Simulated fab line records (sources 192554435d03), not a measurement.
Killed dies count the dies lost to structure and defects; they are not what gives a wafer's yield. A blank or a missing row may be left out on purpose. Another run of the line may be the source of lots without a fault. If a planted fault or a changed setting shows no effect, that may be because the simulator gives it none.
The tool behind it: which one? / flow n5-finfet / 12 lots, 36 wafers sampled, at 1 step of a route of 1938

WHAT THE GAUGES READ, wafer by wafer
N5_BEOL_M11_CD_MEAS_28: the cd target is 70 nm.
lot=L075; measured=day 11 00:51; on=cd-sem-03; cd-nm (nm)=69.7 69.2 68.1
lot=L077; measured=day 11 17:14; on=cd-sem-01; cd-nm (nm)=68.0 66.3 68.6
lot=L080; measured=day 12 10:56; on=cd-sem-03; cd-nm (nm)=70.0 70.5 68.5
lot=L081; measured=day 12 14:23; on=cd-sem-03; cd-nm (nm)=70.3 67.6 68.4
lot=L082; measured=day 13 07:07; on=cd-sem-03; cd-nm (nm)=69.8 70.4 72.1
lot=L084; measured=day 13 17:03; on=cd-sem-03; cd-nm (nm)=69.1 71.6 69.1
lot=L089; measured=day 14 20:26; on=cd-sem-02; cd-nm (nm)=71.4 70.8 70.2
lot=L087; measured=day 15 01:11; on=cd-sem-01; cd-nm (nm)=69.0 69.6 69.1
lot=L091; measured=day 15 13:36; on=cd-sem-03; cd-nm (nm)=69.4 69.8 70.0
lot=L092; measured=day 16 00:42; on=cd-sem-02; cd-nm (nm)=67.6 67.8 68.3
lot=L095; measured=day 17 01:49; on=cd-sem-02; cd-nm (nm)=71.2 71.2 69.3
lot=L096; measured=day 17 07:52; on=cd-sem-03; cd-nm (nm)=70.7 69.8 68.0

EACH LOT AND THE TOOL THAT RAN IT (in order: tool; ch and the chambers of the sampled wafers; start)
Record: no process step prior to these readings.

THE ANSWER, worked out from the rows above alone
Rule: the lots themselves supply what counts as usual. Put in order of their means at a reading, lots are off if they are a third of the lots or fewer, leave a main group of 4 or more, and stand apart from it by a gap of 3 or more times the standard deviation of the main group's means; of several such gaps the widest counts. A main group is skipped when, at the precision printed for the reading in the tables above, its means are all equal. Also off: a lot with no number at a reading for which 4 or more lots have one. All remaining lots with rows at the step are treated as sound.
No lot is off on any of the readings shown, so nothing can be concluded from this.

WHAT HAD BEEN PUT IN BY THE SIMULATOR
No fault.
